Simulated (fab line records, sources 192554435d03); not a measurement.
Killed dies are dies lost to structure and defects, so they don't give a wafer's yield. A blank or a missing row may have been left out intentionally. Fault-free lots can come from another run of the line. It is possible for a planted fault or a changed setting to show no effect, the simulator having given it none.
What tool caused it?    flow n5Finfet    11 lots with 30 wafers sampled at 5 steps, on a route of 1938 steps

== WHAT EACH GAUGE READ, for each wafer ==
N5_BEOL_M0_OCD_MEAS_108. Usual: trenchDepthNm reads 32.7 nm (standard deviation 0.62).
lot   measured      on      trenchDepthNm (nm)  flag
L721  day 6 18:23   ocd-02  34.0 33.0           
L722  day 7 03:50   ocd-02  33.3 32.4 32.1      
L723  day 7 08:46   ocd-02  33.8 33.0 34.1      
L727  day 8 03:19   ocd-01  32.3 32.4           
L728  day 8 10:47   ocd-02  33.1 32.5 32.4      
L729  day 9 00:44   ocd-02  33.5 32.9 31.9      
L731  day 9 05:16   ocd-01  31.7 32.0           
L738  day 10 21:33  ocd-01  33.2 32.6 31.9      
L739  day 11 02:07  ocd-01  32.3 32.3 34.1      
L740  day 11 09:52  ocd-02  32.7 32.3 32.5      
L741  day 11 10:58  ocd-02  32.5 33.8 32.2      

N5_BEOL_M4_RC_MEAS_101. Usual: DIBL_N 35.9 mV/V, standard deviation 1.6; DIBL_P 35.6 mV/V, standard deviation 2.1; IOFF_N 0.149 nA/um, standard deviation 0.029; IOFF_P 0.20 nA/um, standard deviation 0.033; ION_N 671 uA/um, standard deviation 11; ION_P 460 uA/um, standard deviation 7.3; SS_N 71.4 mV/dec, standard deviation 0.62; SS_P 73.2 mV/dec, standard deviation 0.65; VT_N 251 mV, standard deviation 3.1; VT_P -251 mV, standard deviation 3.4.
lot   measured      on         DIBL_N (mV/V)   DIBL_P (mV/V)   IOFF_N (nA/um)     IOFF_P (nA/um)  ION_N (uA/um)  ION_P (uA/um)  SS_N (mV/dec)   SS_P (mV/dec)   VT_N (mV)    VT_P (mV)       flag
L721  day 8 14:39   prober-02  35.5 34.7       36.8 35.0       0.138 0.136        0.18 0.16       668 668        454 452        71.2 71.5       73.5 72.3       251 253      -256 -256       
L722  day 9 00:58   prober-02  34.9 32.3 33.7  35.5 33.0 34.1  0.133 0.114 0.122  0.19 0.16 0.18  665 669 667    451 456 464    71.9 70.5 70.7  72.9 73.0 72.4  252 254 252  -251 -253 -254  
L723  day 9 07:43   prober-02  35.4 34.4 36.6  33.4 31.4 34.7  0.133 0.114 0.152  0.18 0.15 0.19  668 664 677    459 456 459    70.8 71.0 71.3  72.8 72.5 73.8  251 254 250  -251 -254 -251  
L727  day 10 06:55  prober-01  32.7 35.6       32.2 35.6       0.106 0.159        0.16 0.21       651 677        456 472        70.9 70.7       72.7 73.2       256 247      -254 -247       
L728  day 10 14:43  prober-01  36.8 38.7 37.9  37.4 39.8 38.5  0.169 0.216 0.199  0.20 0.25 0.23  676 690 692    460 467 472    71.2 72.4 71.8  72.9 74.5 74.5  247 246 245  -252 -249 -250  
L729  day 10 20:29  prober-01  37.3 34.3 36.1  35.7 32.8 35.5  0.166 0.124 0.151  0.25 0.20 0.24  657 670 660    460 469 459    72.1 70.5 71.3  73.9 72.4 73.4  250 252 250  -248 -249 -249  
L731  day 11 07:04  prober-01  35.1 34.1       33.3 32.3       0.135 0.118        0.19 0.18       662 664        461 455        71.3 70.7       73.0 72.6       253 254      -251 -251       
L741  day 13 15:45  prober-02  34.6 34.9 35.7  34.7 33.6 34.8  0.133 0.135 0.154  0.19 0.16 0.19  665 679 681    458 461 459    71.8 71.3 71.5  72.8 72.4 73.6  251 252 250  -251 -253 -249  

== TOOL THAT RAN EACH LOT (tool first, then ch and the chambers of the sampled wafers, then the start) ==
lot   N5_BEOL_M0_SPUTTER_132       N5_BEOL_M0_ANNEAL_133        N5_BEOL_M0_DEP_125
L721  pvdSputter-01, day 6 19:41   pvdSputter-01, day 6 19:46   pecvd-04 ch 1,2, day 6 21:06
L722  pvdSputter-03, day 7 06:36   pvdSputter-03, day 7 06:41   pecvd-04 ch 0,1,2, day 7 08:11
L723  pvdSputter-03, day 7 10:54   pvdSputter-03, day 7 10:59   pecvd-01 ch 0,2, day 7 12:11
L727  pvdSputter-01, day 8 08:28   pvdSputter-01, day 8 08:33   pecvd-04 ch 1,2, day 8 09:47
L728  pvdSputter-02, day 8 12:09   pvdSputter-02, day 8 12:14   pecvd-01 ch 1,2, day 8 13:28
L729  pvdSputter-03, day 9 02:22   pvdSputter-03, day 9 02:27   pecvd-04 ch 0,2, day 9 03:36
L731  pvdSputter-02, day 9 06:57   pvdSputter-02, day 9 07:02   pecvd-03 ch 0,2, day 9 08:11
L738  pvdSputter-03, day 11 00:02  pvdSputter-03, day 11 00:07  pecvd-04 ch 0,1,2, day 11 01:16
L739  pvdSputter-01, day 11 04:42  pvdSputter-01, day 11 04:47  pecvd-03 ch 0,1,2, day 11 05:55
L740  pvdSputter-01, day 11 11:18  pvdSputter-01, day 11 11:23  pecvd-03 ch 1,2, day 11 12:32
L741  pvdSputter-02, day 11 13:47  pvdSputter-02, day 11 13:52  pecvd-04 ch 1,2, day 11 15:01
- N5_BEOL_M0_SPUTTER_132: material Cu, target thk 4 nm, time 7.37 s.
- N5_BEOL_M0_ANNEAL_133: time 60 s.
- N5_BEOL_M0_DEP_125: deposits SiCN from 3MS/NH3, target thk 8 nm, time 14 s.

== AS READ BY THE TOOLS THEMSELVES (means over the sampled wafers that have a number; for cases with no such wafer, the mark the record gives instead) ==
N5_BEOL_M0_SPUTTER_132. Usual: chuckSensorTempC -15.9 C, standard deviation 0.36; throttleValvePct 29.9 %, standard deviation 1.2.
lot   tool           chuckSensorTempC (C)  throttleValvePct (%)  flag
L721  pvdSputter-01  -16.4                 29.8                  
L722  pvdSputter-03  -16.2                 30.7                  
L723  pvdSputter-03  -16.1                 30.2                  
L727  pvdSputter-01  -16.3                 30.2                  
L728  pvdSputter-02  -15.6                 29.7                  
L729  pvdSputter-03  -16.2                 30.8                  
L731  pvdSputter-02  -15.6                 28.2                  
L738  pvdSputter-03  -16.3                 30.7                  
L739  pvdSputter-01  -15.8                 29.3                  
L740  pvdSputter-01  -15.9                 29.9                  
L741  pvdSputter-02  -15.8                 28.6                  

N5_BEOL_M0_ANNEAL_133. Usual: heaterPowerW 795 W, standard deviation 62; susceptor_temp_C_max 400.9, standard deviation 0.39.
lot   tool           heaterPowerW (W)  susceptor_temp_C_max  flag
L721  pvdSputter-01  764               401.3                 
L722  pvdSputter-03  833               400.9                 
L723  pvdSputter-03  857               401.0                 
L727  pvdSputter-01  764               401.1                 
L728  pvdSputter-02  761               400.8                 
L729  pvdSputter-03  850               400.8                 
L731  pvdSputter-02  746               400.6                 
L738  pvdSputter-03  862               401.0                 
L739  pvdSputter-01  798               400.9                 
L740  pvdSputter-01  805               401.1                 
L741  pvdSputter-02  742               400.7                 

N5_BEOL_M0_DEP_125. Usual: chamberPressureTorr 3.000 Torr, standard deviation 0.0066; rfFwdPowerW 199.1 W, standard deviation 1; showerheadPlenumPTorr 3.658 Torr, standard deviation 0.0088; throttleValvePct 9.1 %, standard deviation 0.64.
lot   tool      chamberPressureTorr (Torr)  rfFwdPowerW (W)  showerheadPlenumPTorr (Torr)  throttleValvePct (%)  flag
L721  pecvd-04  3.007                       198.7            3.660                         9.0                   
L722  pecvd-04  2.996                       199.3            3.662                         9.2                   
L723  pecvd-01  2.999                       199.0            3.666                         8.3                   
L727  pecvd-04  3.007                       197.9            3.663                         9.1                   
L728  pecvd-01  3.001                       199.7            3.668                         9.7                   
L729  pecvd-04  3.002                       199.9            3.657                         9.2                   
L731  pecvd-03  3.005                       198.4            3.665                         9.1                   
L738  pecvd-04  -                           -                -                             -                     OFF
L739  pecvd-03  -                           -                -                             -                     OFF
L740  pecvd-03  -                           -                -                             -                     OFF
L741  pecvd-04  3.003                       198.6            3.666                         9.3                   

== THE ANSWER, worked out from the rows above alone ==
Rule: take the mean of a lot's wafers that have a number; if it is more than 3 standard deviations from the usual mean, the lot is off. Also off: a lot with no number at a reading for which 4 or more lots have one. Where the step has rows for the other lots, those lots are counted as sound. The gauges are gone through in route order, then the tools' own readings, and for those a lot's mean is taken as printed above. The first step at which some lot is off is used, and at that step the reading that is off furthest; a lot without a number counts as furthest.
Off: L738, L739, L740, at N5_BEOL_M0_DEP_125 (chamberPressureTorr). Without a number there: L738, L739, L740.
A tool fits if, at that step or a process step before it, it ran every lot that is off, and no sound lot after the first of them. None of those tried fits.

== WHAT HAD BEEN PUT IN BY THE SIMULATOR ==
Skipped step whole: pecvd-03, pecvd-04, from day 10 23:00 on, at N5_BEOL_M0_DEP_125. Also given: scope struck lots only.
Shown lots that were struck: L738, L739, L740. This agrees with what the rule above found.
